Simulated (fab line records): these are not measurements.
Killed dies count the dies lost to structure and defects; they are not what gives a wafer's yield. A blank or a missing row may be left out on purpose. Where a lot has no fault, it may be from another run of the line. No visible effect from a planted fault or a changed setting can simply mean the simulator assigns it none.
Comparing a struck lot with a sound one + flow nand-harc + 18 steps out of a route of 1302
Sound: these wafers, L475.1, L475.4, L475.5. The struck wafers were L483.2, L483.4, L483.6. The cause comes at the end.
Per side, at each step with rows, come the tool, then ch with its chambers, and then its first start. Under that, the readings that differ: sound wafers + struck wafers + difference of the means + sigmas: that difference in standard deviations of wafers without a fault.
alike: a reading whose means differ by less than 2 such deviations, as well as words and numbers matching on both sides. not compared: withheld readings; readings where some wafer has no value; bounds like >300 that might hide an equal value; numbers whose values overlap and for which the record gives no deviation.
The two part at a step that has a row with sigmas, a row that says differs or no value, or rows on one side only. Non-overlapping numbers with no deviation appear without sigmas and do not part them. A reading missing from all wafers of one side parts the sides only when that side holds two or more wafers.

NHARC_P_ZERO_WELL_CD_MEAS_24: target cd 720 nm.
  sound on cd-sem-01 ch 0, day 1 22:29; struck on cd-sem-03 ch 0, day 5 06:20
  alike: cd-nm
then, 1 step without rows for these wafers: NHARC_P_ZERO_WELL_HARDBAKE_25 (time 80 s).
NHARC_P_ZERO_WELL_DESCUM_26: chemistry O2, time 3 s.
  sound on rie-diel-12 ch 0,1,3, day 1 22:38; struck on rie-diel-08 ch 0,1, day 5 06:31
  alike: drypump-motor-current-A, oes-product-au, rf-vpp-V, showerhead-plenum-p-Torr, throttle-valve-pct
  not compared: rf-hours-counter-h
then, 9 steps without rows for these wafers: NHARC_P_ZERO_WELL_IMPLANT_27; NHARC_P_ZERO_WELL_IMPLANT_57; NHARC_P_ZERO_WELL_IMPLANT_58; NHARC_P_ZERO_WELL_STRIP_28 (strips in SPM, time 840 s); NHARC_P_ZERO_WELL_DEHYDRATE_29 (time 120 s); NHARC_P_ZERO_WELL_HMDS_30 (time 30 s); NHARC_P_ZERO_WELL_COAT_31; NHARC_P_ZERO_WELL_SOFTBAKE_32 (time 95 s); NHARC_P_ZERO_WELL_EBR_33.
NHARC_P_ZERO_WELL_EXPOSE_34: exposes mask P PWELL, target cd 720 nm.
  sound on krf-scanner-04 ch 0, day 1 23:57; struck on krf-scanner-03 ch 0, day 5 07:43
| reading | sound                         | struck                                 | difference | sigmas |
|---------|-------------------------------|----------------------------------------|------------|--------|
| mask    | P_PWELL#0 P_PWELL#0 P_PWELL#0 | P_PWELL_R1#0 P_PWELL_R1#0 P_PWELL_R1#0 | differs    |        |
then, 2 steps without rows for these wafers: NHARC_P_ZERO_WELL_PEB_35 (peb time 85 s); NHARC_P_ZERO_WELL_DEVELOP_36 (time 70 s).
NHARC_P_ZERO_WELL_CD_MEAS_37: target cd 720 nm.
  sound on cd-sem-01 ch 0, day 2 00:07; struck on cd-sem-03 ch 0, day 5 07:52
| reading    | sound             | struck            | difference | sigmas |
|------------|-------------------|-------------------|------------|--------|
| cd-nm (nm) | 720.0 719.8 719.9 | 660.0 660.9 660.5 | -59.4      | -37    |
then, 1 step without rows for these wafers: NHARC_P_ZERO_WELL_HARDBAKE_38 (time 80 s).
-- break in the record here, with 23 days between the starts of the struck wafers on either side (left off in module P_ZERO_WELL, picked up again in module END, where the first step shown is number 1302 on the route) --
NHARC_END_SORT_01:
  sound on prober-01 ch 0, day 24 20:53; struck on prober-01 ch 0, day 28 00:31
  alike: killed-at-array, killed-at-other, killed-at-periphery, killed-dies, killed-open, killed-short

== WHERE THEY PART ==
Earliest at NHARC_P_ZERO_WELL_EXPOSE_34; latest, in this record, at NHARC_P_ZERO_WELL_CD_MEAS_37. Later steps at which nothing parts them and some readings are alike: NHARC_END_SORT_01.

WHY: what the simulator had put in
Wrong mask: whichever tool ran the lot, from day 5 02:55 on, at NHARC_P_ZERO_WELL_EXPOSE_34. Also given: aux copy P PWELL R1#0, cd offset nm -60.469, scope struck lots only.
